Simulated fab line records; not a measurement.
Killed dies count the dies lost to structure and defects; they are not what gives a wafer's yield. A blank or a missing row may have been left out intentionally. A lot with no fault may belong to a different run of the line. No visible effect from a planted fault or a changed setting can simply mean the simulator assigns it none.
Chamber matching || flow n5-finfet || N5_MOL_CONTACT_COAG_ETCHBACK_136 on rie-diel-04 has 4 sister chambers
The step etches SiO2 in CHF3, target depth 25 nm, time 16.7 s. 27 wafers are shown with their chamber, then 12 later ones without.

## WAFERS PAIRED WITH THEIR CHAMBERS
{"wafer": "L074.2", "chamber": 3, "drypump-motor-current-A (A)": 5.6, "rf-vpp-V (V)": 528, "throttle-valve-pct (%)": 18.71}
{"wafer": "L074.3", "chamber": 0, "drypump-motor-current-A (A)": 5.4, "rf-vpp-V (V)": 536, "throttle-valve-pct (%)": 18.59}
{"wafer": "L074.4", "chamber": 2, "drypump-motor-current-A (A)": 5.9, "rf-vpp-V (V)": 528, "throttle-valve-pct (%)": 18.82}
{"wafer": "L076.3", "chamber": 2, "drypump-motor-current-A (A)": 5.9, "rf-vpp-V (V)": 529, "throttle-valve-pct (%)": 18.82}
{"wafer": "L076.5", "chamber": 3, "drypump-motor-current-A (A)": 5.6, "rf-vpp-V (V)": 528, "throttle-valve-pct (%)": 18.72}
{"wafer": "L076.6", "chamber": 2, "drypump-motor-current-A (A)": 5.9, "rf-vpp-V (V)": 529, "throttle-valve-pct (%)": 18.84}
{"wafer": "L078.1", "chamber": 1, "drypump-motor-current-A (A)": 6.0, "rf-vpp-V (V)": 527, "throttle-valve-pct (%)": 18.28}
{"wafer": "L078.4", "chamber": 3, "drypump-motor-current-A (A)": 5.5, "rf-vpp-V (V)": 528, "throttle-valve-pct (%)": 18.73}
{"wafer": "L078.5", "chamber": 3, "drypump-motor-current-A (A)": 5.6, "rf-vpp-V (V)": 528, "throttle-valve-pct (%)": 18.73}
{"wafer": "L081.3", "chamber": 2, "drypump-motor-current-A (A)": 5.9, "rf-vpp-V (V)": 528, "throttle-valve-pct (%)": 18.86}
{"wafer": "L081.5", "chamber": 0, "drypump-motor-current-A (A)": 5.4, "rf-vpp-V (V)": 537, "throttle-valve-pct (%)": 18.62}
{"wafer": "L081.6", "chamber": 1, "drypump-motor-current-A (A)": 6.0, "rf-vpp-V (V)": 528, "throttle-valve-pct (%)": 18.30}
{"wafer": "L084.1", "chamber": 0, "drypump-motor-current-A (A)": 5.4, "rf-vpp-V (V)": 538, "throttle-valve-pct (%)": 18.63}
{"wafer": "L084.2", "chamber": 1, "drypump-motor-current-A (A)": 6.0, "rf-vpp-V (V)": 530, "throttle-valve-pct (%)": 18.31}
{"wafer": "L084.6", "chamber": 1, "drypump-motor-current-A (A)": 6.0, "rf-vpp-V (V)": 530, "throttle-valve-pct (%)": 18.32}
{"wafer": "L085.3", "chamber": 0, "drypump-motor-current-A (A)": 5.4, "rf-vpp-V (V)": 536, "throttle-valve-pct (%)": 18.61}
{"wafer": "L085.5", "chamber": 3, "drypump-motor-current-A (A)": 5.6, "rf-vpp-V (V)": 527, "throttle-valve-pct (%)": 18.33}
{"wafer": "L085.6", "chamber": 2, "drypump-motor-current-A (A)": 5.9, "rf-vpp-V (V)": 529, "throttle-valve-pct (%)": 18.87}
{"wafer": "L088.2", "chamber": 1, "drypump-motor-current-A (A)": 6.0, "rf-vpp-V (V)": 526, "throttle-valve-pct (%)": 18.31}
{"wafer": "L088.5", "chamber": 2, "drypump-motor-current-A (A)": 5.9, "rf-vpp-V (V)": 528, "throttle-valve-pct (%)": 18.88}
{"wafer": "L088.6", "chamber": 3, "drypump-motor-current-A (A)": 5.6, "rf-vpp-V (V)": 528, "throttle-valve-pct (%)": 18.33}
{"wafer": "L089.1", "chamber": 1, "drypump-motor-current-A (A)": 6.0, "rf-vpp-V (V)": 527, "throttle-valve-pct (%)": 18.34}
{"wafer": "L089.4", "chamber": 1, "drypump-motor-current-A (A)": 6.0, "rf-vpp-V (V)": 526, "throttle-valve-pct (%)": 18.33}
{"wafer": "L089.6", "chamber": 2, "drypump-motor-current-A (A)": 5.9, "rf-vpp-V (V)": 527, "throttle-valve-pct (%)": 18.89}
{"wafer": "L090.2", "chamber": 2, "drypump-motor-current-A (A)": 5.9, "rf-vpp-V (V)": 528, "throttle-valve-pct (%)": 18.90}
{"wafer": "L090.3", "chamber": 1, "drypump-motor-current-A (A)": 6.0, "rf-vpp-V (V)": 527, "throttle-valve-pct (%)": 18.33}
{"wafer": "L090.6", "chamber": 1, "drypump-motor-current-A (A)": 6.0, "rf-vpp-V (V)": 528, "throttle-valve-pct (%)": 18.34}

SIGNATURES (averages over the wafers above)
{"reading": "drypump-motor-current-A", "chamber 0": 5.400, "chamber 1": 6.000, "chamber 2": 5.900, "chamber 3": 5.583, "scatter within a chamber": 0.019}
{"reading": "rf-vpp-V", "chamber 0": 536.75, "chamber 1": 527.67, "chamber 2": 528.25, "chamber 3": 527.83, "scatter within a chamber": 1.04}
{"reading": "throttle-valve-pct", "chamber 0": 18.6125, "chamber 1": 18.3178, "chamber 2": 18.8600, "chamber 3": 18.5917, "scatter within a chamber": 0.097}
Rule: for a wafer and a chamber, the distance is found by dividing, reading by reading, the gap between the wafer's reading and the chamber's mean by the reading's scatter, squaring, summing and taking the root. The wafer belongs to the nearest chamber; if the next one is less than 2 further off, it can't be placed. How the scatter is found: for the shown wafers, subtract from each reading the mean of its chamber, square and add these, divide the total by (wafers less chambers), then take the root.

## WAFERS WITHOUT THEIR CHAMBER
{"wafer": "L091.1", "drypump-motor-current-A (A)": 5.6, "rf-vpp-V (V)": 527, "throttle-valve-pct (%)": 18.33}
{"wafer": "L091.2", "drypump-motor-current-A (A)": 5.4, "rf-vpp-V (V)": 537, "throttle-valve-pct (%)": 18.64}
{"wafer": "L091.3", "drypump-motor-current-A (A)": 5.9, "rf-vpp-V (V)": 529, "throttle-valve-pct (%)": 18.87}
{"wafer": "L092.2", "drypump-motor-current-A (A)": 5.6, "rf-vpp-V (V)": 528, "throttle-valve-pct (%)": 18.34}
{"wafer": "L092.4", "drypump-motor-current-A (A)": 6.0, "rf-vpp-V (V)": 527, "throttle-valve-pct (%)": 18.33}
{"wafer": "L092.5", "drypump-motor-current-A (A)": 6.0, "rf-vpp-V (V)": 525, "throttle-valve-pct (%)": 18.89}
{"wafer": "L094.1", "drypump-motor-current-A (A)": 6.0, "rf-vpp-V (V)": 527, "throttle-valve-pct (%)": 18.34}
{"wafer": "L094.3", "drypump-motor-current-A (A)": 5.6, "rf-vpp-V (V)": 527, "throttle-valve-pct (%)": 18.34}
{"wafer": "L094.4", "drypump-motor-current-A (A)": 5.5, "rf-vpp-V (V)": 537, "throttle-valve-pct (%)": 18.65}
{"wafer": "L095.2", "drypump-motor-current-A (A)": 5.4, "rf-vpp-V (V)": 538, "throttle-valve-pct (%)": 18.66}
{"wafer": "L095.4", "drypump-motor-current-A (A)": 6.0, "rf-vpp-V (V)": 527, "throttle-valve-pct (%)": 18.34}
{"wafer": "L095.5", "drypump-motor-current-A (A)": 5.4, "rf-vpp-V (V)": 536, "throttle-valve-pct (%)": 18.65}

## CHAMBER TAKEN BY EACH
{"wafer": "L091.1", "from the rows above": 3, "in truth": 3}
{"wafer": "L091.2", "from the rows above": 0, "in truth": 0}
{"wafer": "L091.3", "from the rows above": 2, "in truth": 2}
{"wafer": "L092.2", "from the rows above": 3, "in truth": 3}
{"wafer": "L092.4", "from the rows above": 1, "in truth": 1}
{"wafer": "L092.5", "from the rows above": "can't be placed: 2 or 1", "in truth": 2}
{"wafer": "L094.1", "from the rows above": 1, "in truth": 1}
{"wafer": "L094.3", "from the rows above": 3, "in truth": 3}
{"wafer": "L094.4", "from the rows above": 0, "in truth": 0}
{"wafer": "L095.2", "from the rows above": 0, "in truth": 0}
{"wafer": "L095.4", "from the rows above": 1, "in truth": 1}
{"wafer": "L095.5", "from the rows above": 0, "in truth": 0}
11 of 12 placed correctly. Cannot be placed on the basis of these rows: 1; the candidates contain the true chamber in 1. Wrongly placed: 0.
